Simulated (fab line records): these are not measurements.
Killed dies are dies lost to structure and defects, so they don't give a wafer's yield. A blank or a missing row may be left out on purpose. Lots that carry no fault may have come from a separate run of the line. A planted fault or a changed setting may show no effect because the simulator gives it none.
Which tool is to blame? :: flow nand harc :: 11 lots with 33 wafers sampled at 6 steps, on a route of 1302 steps

## WHAT THE GAUGES READ, wafer by wafer
NHARC_END_SORT_01.
lot: L686
measured: day 24 23:40
on: prober-01
defect limited yield (%): 88.6 89.5 88.5
killed at array: 67 65 72
killed at other: 0 0 0
killed at periphery: 10 6 6
killed dies: 77 71 78
killed open: 5 1 5
killed short: 4 4 5

lot: L695
measured: day 29 04:56
on: prober-01
defect limited yield (%): 39.4 35.2 36.9
killed at array: 16 17 12
killed at other: 0 0 0
killed at periphery: 394 422 415
killed dies: 410 439 427
killed open: 4 0 2
killed short: 1 1 1

lot: L697
measured: day 29 10:42
on: prober-02
defect limited yield (%): 35.9 36.0 39.9
killed at array: 29 23 29
killed at other: 0 2 2
killed at periphery: 405 408 376
killed dies: 434 433 407
killed open: 2 2 5
killed short: 1 2 5

lot: L702
measured: day 30 18:16
on: prober-01
defect limited yield (%): 86.4 86.9 87.6
killed at array: 89 86 82
killed at other: 2 2 0
killed at periphery: 1 1 2
killed dies: 92 89 84
killed open: 1 6 4
killed short: 0 3 3

lot: L704
measured: day 32 04:08
on: prober-01
defect limited yield (%): 86.1 87.7 85.8
killed at array: 93 83 95
killed at other: 0 0 0
killed at periphery: 1 0 1
killed dies: 94 83 96
killed open: 3 1 3
killed short: 3 0 4

lot: L707
measured: day 33 14:46
on: prober-02
defect limited yield (%): 92.6 92.8 93.2
killed at array: 45 47 44
killed at other: 0 0 0
killed at periphery: 5 2 2
killed dies: 50 49 46
killed open: 6 3 2
killed short: 2 3 3

## TOOL THAT RAN EACH LOT (tool first, then ch and the chambers of the sampled wafers, then the start)
lot: L686
NHARC_P_BONDPAD_CMP_32: cmp-01 ch 0,2, day 6 20:17
NHARC_P_BONDPAD_ETCH_37: rie diel-05 ch 0,1,3, day 6 21:23
NHARC_P_BONDPAD_ETCH_24: rie diel-08 ch 0,1,3, day 6 23:57 or earlier
NHARC_P_BONDPAD_PRE_CLEAN_26: pvd sputter-01, day 6 23:57 or earlier
NHARC_P_BONDPAD_ACTIVATE_29: rie diel-05 ch 1,3, day 6 23:57

lot: L695
NHARC_P_BONDPAD_CMP_32: cmp-01 ch 2,3, day 10 06:19
NHARC_P_BONDPAD_ETCH_37: rie diel-12 ch 1,2,3, day 10 07:27
NHARC_P_BONDPAD_ETCH_24: rie diel-05 ch 1,2, day 10 13:32 or earlier
NHARC_P_BONDPAD_PRE_CLEAN_26: pvd sputter-03, day 10 13:32 or earlier
NHARC_P_BONDPAD_ACTIVATE_29: rie diel-05 ch 1,2,3, day 10 13:32

lot: L697
NHARC_P_BONDPAD_CMP_32: cmp-01 ch 2,3, day 10 23:01
NHARC_P_BONDPAD_ETCH_37: rie diel-12 ch 1,3, day 11 00:08
NHARC_P_BONDPAD_ETCH_24: rie diel-05 ch 1,2, day 11 00:39
NHARC_P_BONDPAD_PRE_CLEAN_26: pvd sputter-01, day 11 05:18 or earlier
NHARC_P_BONDPAD_ACTIVATE_29: rie diel-12 ch 1,2, day 11 05:18

lot: L702
NHARC_P_BONDPAD_CMP_32: cmp-03 ch 0,1,3, day 13 06:23
NHARC_P_BONDPAD_ETCH_37: rie diel-08 ch 0,1,3, day 13 07:22
NHARC_P_BONDPAD_ETCH_24: rie diel-08 ch 0,1, day 13 09:59 or earlier
NHARC_P_BONDPAD_PRE_CLEAN_26: pvd sputter-03, day 13 09:59 or earlier
NHARC_P_BONDPAD_ACTIVATE_29: rie diel-08 ch 0,3, day 13 09:59

lot: L703
NHARC_P_BONDPAD_CMP_32: cmp-03 ch 1,2, day 13 16:07
NHARC_P_BONDPAD_ETCH_37: rie diel-12 ch 0,2,3, day 13 17:08
NHARC_P_BONDPAD_ETCH_24: rie diel-08 ch 0,2,3, day 13 19:46 or earlier
NHARC_P_BONDPAD_PRE_CLEAN_26: pvd sputter-03, day 13 19:46 or earlier
NHARC_P_BONDPAD_ACTIVATE_29: rie diel-08 ch 2,3, day 13 19:46

lot: L704
NHARC_P_BONDPAD_CMP_32: cmp-03 ch 0,1,3, day 14 03:27
NHARC_P_BONDPAD_ETCH_37: rie diel-12 ch 0,1, day 14 04:31
NHARC_P_BONDPAD_ETCH_24: rie diel-08 ch 0,1,3, day 14 07:07 or earlier
NHARC_P_BONDPAD_PRE_CLEAN_26: pvd sputter-01, day 14 07:07 or earlier
NHARC_P_BONDPAD_ACTIVATE_29: rie diel-12 ch 0,1,2, day 14 07:07

lot: L705
NHARC_P_BONDPAD_CMP_32: cmp-02 ch 2,3, day 14 07:11
NHARC_P_BONDPAD_ETCH_37: rie diel-08 ch 1,2, day 14 08:16
NHARC_P_BONDPAD_ETCH_24: rie diel-05 ch 0,1,3, day 14 10:51 or earlier
NHARC_P_BONDPAD_PRE_CLEAN_26: pvd sputter-03, day 14 10:51 or earlier
NHARC_P_BONDPAD_ACTIVATE_29: rie diel-05 ch 1,2, day 14 10:51

lot: L706
NHARC_P_BONDPAD_CMP_32: cmp-01 ch 2,3, day 14 21:37
NHARC_P_BONDPAD_ETCH_37: rie diel-12 ch 0,3, day 14 22:43
NHARC_P_BONDPAD_ETCH_24: rie diel-05 ch 0,2, day 15 01:13 or earlier
NHARC_P_BONDPAD_PRE_CLEAN_26: pvd sputter-02, day 15 01:13 or earlier
NHARC_P_BONDPAD_ACTIVATE_29: rie diel-08 ch 0,2, day 15 01:13

lot: L707
NHARC_P_BONDPAD_CMP_32: cmp-02 ch 1,3, day 15 08:17
NHARC_P_BONDPAD_ETCH_37: rie diel-12 ch 0,1,3, day 15 09:23
NHARC_P_BONDPAD_ETCH_24: rie diel-08 ch 1,2, day 15 12:21 or earlier
NHARC_P_BONDPAD_PRE_CLEAN_26: pvd sputter-01, day 15 12:21 or earlier
NHARC_P_BONDPAD_ACTIVATE_29: rie diel-05 ch 1,3, day 15 12:21

lot: L708
NHARC_P_BONDPAD_CMP_32: cmp-01 ch 0,1,3, day 15 13:02
NHARC_P_BONDPAD_ETCH_37: rie diel-12 ch 0,2,3, day 15 14:08
NHARC_P_BONDPAD_ETCH_24: rie diel-05 ch 0,1,3, day 15 16:41 or earlier
NHARC_P_BONDPAD_PRE_CLEAN_26: pvd sputter-01, day 15 16:41 or earlier
NHARC_P_BONDPAD_ACTIVATE_29: rie diel-08 ch 0,2,3, day 15 16:41

lot: L709
NHARC_P_BONDPAD_CMP_32: cmp-02 ch 0,1,2, day 16 04:53
NHARC_P_BONDPAD_ETCH_37: rie diel-12 ch 0,1, day 16 05:59
NHARC_P_BONDPAD_ETCH_24: rie diel-05 ch 1,2,3, day 16 08:34 or earlier
NHARC_P_BONDPAD_PRE_CLEAN_26: pvd sputter-03, day 16 08:34 or earlier
NHARC_P_BONDPAD_ACTIVATE_29: rie diel-05 ch 0,2, day 16 08:34
- NHARC_P_BONDPAD_CMP_32: polishes SiCN, target thk 200 nm.
- NHARC_P_BONDPAD_ETCH_37: etches the open film in N2/H2, target depth 60 nm, overetch 18 nm, time 65.91 s.
- NHARC_P_BONDPAD_ETCH_24: etches the open film in CF4/N2, target depth 30 nm, time 72.99 s.
- NHARC_P_BONDPAD_PRE_CLEAN_26: time 30 s.
- NHARC_P_BONDPAD_ACTIVATE_29: chemistry N2, time 60 s.

## WHAT THE TOOLS THEMSELVES READ (means of the sampled wafers that have a number; where no wafer has one, the mark that the record gives instead)
NHARC_P_BONDPAD_CMP_32.
lot: L686
tool: cmp-01
edge zone pressure frac: 1.001
motor current A (A): 12.8

lot: L695
tool: cmp-01
edge zone pressure frac: 1.001
motor current A (A): 11.3

lot: L697
tool: cmp-01
edge zone pressure frac: 1.001
motor current A (A): 11.0

lot: L702
tool: cmp-03
edge zone pressure frac: 0.995
motor current A (A): 12.0

lot: L703
tool: cmp-03
edge zone pressure frac: 0.998
motor current A (A): 11.6

lot: L704
tool: cmp-03
edge zone pressure frac: 1.002
motor current A (A): 12.1

lot: L705
tool: cmp-02
edge zone pressure frac: 0.999
motor current A (A): 12.3

lot: L706
tool: cmp-01
edge zone pressure frac: 1.002
motor current A (A): 11.6

lot: L707
tool: cmp-02
edge zone pressure frac: 1.002
motor current A (A): 11.3

lot: L708
tool: cmp-01
edge zone pressure frac: 0.999
motor current A (A): 12.0

lot: L709
tool: cmp-02
edge zone pressure frac: 0.997
motor current A (A): 12.7

NHARC_P_BONDPAD_ETCH_37.
lot: L686
tool: rie diel-05
drypump motor current A (A): 5.7
oes product au (a.u.): 0.996
rf vpp V (V): 428.2
showerhead plenum p Torr (Torr): 1.96
throttle valve pct (%): 14.174

lot: L695
tool: rie diel-12
drypump motor current A (A): 5.6
oes product au (a.u.): 1.000
rf vpp V (V): 428.7
showerhead plenum p Torr (Torr): 1.98
throttle valve pct (%): 14.171

lot: L697
tool: rie diel-12
drypump motor current A (A): 5.7
oes product au (a.u.): 0.998
rf vpp V (V): 428.0
showerhead plenum p Torr (Torr): 1.95
throttle valve pct (%): 14.173

lot: L702
tool: rie diel-08
drypump motor current A (A): 6.2
oes product au (a.u.): 0.995
rf vpp V (V): 431.5
showerhead plenum p Torr (Torr): 2.05
throttle valve pct (%): 14.164

lot: L703
tool: rie diel-12
drypump motor current A (A): 5.4
oes product au (a.u.): 0.992
rf vpp V (V): 428.5
showerhead plenum p Torr (Torr): 1.98
throttle valve pct (%): 14.181

lot: L704
tool: rie diel-12
drypump motor current A (A): 5.6
oes product au (a.u.): 0.991
rf vpp V (V): 428.0
showerhead plenum p Torr (Torr): 1.94
throttle valve pct (%): 14.172

lot: L705
tool: rie diel-08
drypump motor current A (A): 5.4
oes product au (a.u.): 0.988
rf vpp V (V): 429.5
showerhead plenum p Torr (Torr): 2.03
throttle valve pct (%): 14.174

lot: L706
tool: rie diel-12
drypump motor current A (A): 5.4
oes product au (a.u.): 0.998
rf vpp V (V): 427.9
showerhead plenum p Torr (Torr): 1.94
throttle valve pct (%): 14.171

lot: L707
tool: rie diel-12
drypump motor current A (A): 5.5
oes product au (a.u.): 0.993
rf vpp V (V): 427.6
showerhead plenum p Torr (Torr): 1.94
throttle valve pct (%): 14.159

lot: L708
tool: rie diel-12
drypump motor current A (A): 5.4
oes product au (a.u.): 0.994
rf vpp V (V): 429.0
showerhead plenum p Torr (Torr): 1.98
throttle valve pct (%): 14.172

lot: L709
tool: rie diel-12
drypump motor current A (A): 5.4
oes product au (a.u.): 1.004
rf vpp V (V): 427.5
showerhead plenum p Torr (Torr): 1.93
throttle valve pct (%): 14.172

NHARC_P_BONDPAD_ETCH_24.
lot: L686
tool: rie diel-08
drypump motor current A (A): 6.2
oes product au (a.u.): 0.990
rf vpp V (V): 314.7
showerhead plenum p Torr (Torr): 2.64
throttle valve pct (%): 19.789

lot: L695
tool: rie diel-05
drypump motor current A (A): 5.8
oes product au (a.u.): 0.999
rf vpp V (V): 314.7
showerhead plenum p Torr (Torr): 2.64
throttle valve pct (%): 19.799

lot: L697
tool: rie diel-05
drypump motor current A (A): 5.8
oes product au (a.u.): 1.000
rf vpp V (V): 315.0
showerhead plenum p Torr (Torr): 2.64
throttle valve pct (%): 19.795

lot: L702
tool: rie diel-08
drypump motor current A (A): 6.2
oes product au (a.u.): 0.994
rf vpp V (V): 314.8
showerhead plenum p Torr (Torr): 2.63
throttle valve pct (%): 19.800

lot: L703
tool: rie diel-08
drypump motor current A (A): 5.8
oes product au (a.u.): 1.000
rf vpp V (V): 314.4
showerhead plenum p Torr (Torr): 2.68
throttle valve pct (%): 19.787

lot: L704
tool: rie diel-08
drypump motor current A (A): 6.2
oes product au (a.u.): 1.003
rf vpp V (V): 315.0
showerhead plenum p Torr (Torr): 2.64
throttle valve pct (%): 19.790

lot: L705
tool: rie diel-05
drypump motor current A (A): 5.7
oes product au (a.u.): 0.997
rf vpp V (V): 313.3
showerhead plenum p Torr (Torr): 2.53
throttle valve pct (%): 19.801

lot: L706
tool: rie diel-05
drypump motor current A (A): 5.9
oes product au (a.u.): 0.994
rf vpp V (V): 313.5
showerhead plenum p Torr (Torr): 2.60
throttle valve pct (%): 19.794

lot: L707
tool: rie diel-08
drypump motor current A (A): 5.4
oes product au (a.u.): 1.004
rf vpp V (V): 313.9
showerhead plenum p Torr (Torr): 2.62
throttle valve pct (%): 19.801

lot: L708
tool: rie diel-05
drypump motor current A (A): 5.6
oes product au (a.u.): 0.995
rf vpp V (V): 312.9
showerhead plenum p Torr (Torr): 2.53
throttle valve pct (%): 19.788

lot: L709
tool: rie diel-05
drypump motor current A (A): 5.9
oes product au (a.u.): 0.990
rf vpp V (V): 313.9
showerhead plenum p Torr (Torr): 2.60
throttle valve pct (%): 19.798

NHARC_P_BONDPAD_PRE_CLEAN_26.
lot: L686
tool: pvd sputter-01
heater power w (W): 460

lot: L695
tool: pvd sputter-03
heater power w (W): 383

lot: L697
tool: pvd sputter-01
heater power w (W): 497

lot: L702
tool: pvd sputter-03
heater power w (W): 396

lot: L703
tool: pvd sputter-03
heater power w (W): 402

lot: L704
tool: pvd sputter-01
heater power w (W): 482

lot: L705
tool: pvd sputter-03
heater power w (W): 402

lot: L706
tool: pvd sputter-02
heater power w (W): 394

lot: L707
tool: pvd sputter-01
heater power w (W): 487

lot: L708
tool: pvd sputter-01
heater power w (W): 471

lot: L709
tool: pvd sputter-03
heater power w (W): 390

NHARC_P_BONDPAD_ACTIVATE_29.
lot: L686
tool: rie diel-05
drypump motor current A (A): 5.9
oes product au (a.u.): 0.991
rf vpp V (V): 64.7
showerhead plenum p Torr (Torr): 1.71

lot: L695
tool: rie diel-05
drypump motor current A (A): 5.9
oes product au (a.u.): 0.997
rf vpp V (V): 64.3
showerhead plenum p Torr (Torr): 1.75

lot: L697
tool: rie diel-12
drypump motor current A (A): 5.7
oes product au (a.u.): 0.998
rf vpp V (V): 63.3
showerhead plenum p Torr (Torr): 1.74

lot: L702
tool: rie diel-08
drypump motor current A (A): 6.2
oes product au (a.u.): 1.001
rf vpp V (V): 64.4
showerhead plenum p Torr (Torr): 1.82

lot: L703
tool: rie diel-08
drypump motor current A (A): 5.5
oes product au (a.u.): 0.999
rf vpp V (V): 64.5
showerhead plenum p Torr (Torr): 1.80

lot: L704
tool: rie diel-12
drypump motor current A (A): 5.5
oes product au (a.u.): 0.987
rf vpp V (V): 64.4
showerhead plenum p Torr (Torr): 1.71

lot: L705
tool: rie diel-05
drypump motor current A (A): 5.8
oes product au (a.u.): 1.003
rf vpp V (V): 64.8
showerhead plenum p Torr (Torr): 1.77

lot: L706
tool: rie diel-08
drypump motor current A (A): 5.5
oes product au (a.u.): 0.995
rf vpp V (V): 65.1
showerhead plenum p Torr (Torr): 1.79

lot: L707
tool: rie diel-05
drypump motor current A (A): 5.9
oes product au (a.u.): 0.988
rf vpp V (V): 64.7
showerhead plenum p Torr (Torr): 1.71

lot: L708
tool: rie diel-08
drypump motor current A (A): 5.9
oes product au (a.u.): 0.992
rf vpp V (V): 64.7
showerhead plenum p Torr (Torr): 1.80

lot: L709
tool: rie diel-05
drypump motor current A (A): 5.6
oes product au (a.u.): 1.000
rf vpp V (V): 63.5
showerhead plenum p Torr (Torr): 1.70

## THE ANSWER, worked out from the rows above alone
Rule: the lots themselves supply what counts as usual. Put in order of their means at a reading, lots are off if they are a third of the lots or fewer, leave a main group of 4 or more, and stand apart from it by a gap of 3 or more times the standard deviation of the main group's means; of several such gaps the widest counts. A main group whose means are all the same, to the digits that the tables above print for the reading, isn't used. A lot without any number at a reading at which 4 lots or more have one is off too. All remaining lots with rows at the step are treated as sound. The gauges are gone through in route order, then the tools' own readings, and for those a lot's mean is taken as printed above. At the first step where some lot is off, the reading lying furthest off is the one used; lots without a number count as furthest.
Off, at NHARC_END_SORT_01 on killed at periphery: L695, L697. Main group: mean 3.1, sd 2.6. Neither off nor sound, because the step has no rows for them: L703, L705, L706, L708, L709.
If a tool, at a process step before that reading, ran all the lots that are off and no sound lot after the first of them, it fits. Gauges at NHARC_END_SORT_01: tried the same way as those tools. NHARC_P_BONDPAD_ETCH_24: start missing for some lots; hours and lot order therefore follow NHARC_P_BONDPAD_ACTIVATE_29. NHARC_P_BONDPAD_PRE_CLEAN_26: start missing for some lots; hours and lot order therefore follow NHARC_P_BONDPAD_ACTIVATE_29. 2 tools fit, cmp-01 at NHARC_P_BONDPAD_CMP_32 and rie diel-05 at NHARC_P_BONDPAD_ETCH_24, so this cannot tell which one it is.

## WHAT THE SIMULATOR HAD PUT IN
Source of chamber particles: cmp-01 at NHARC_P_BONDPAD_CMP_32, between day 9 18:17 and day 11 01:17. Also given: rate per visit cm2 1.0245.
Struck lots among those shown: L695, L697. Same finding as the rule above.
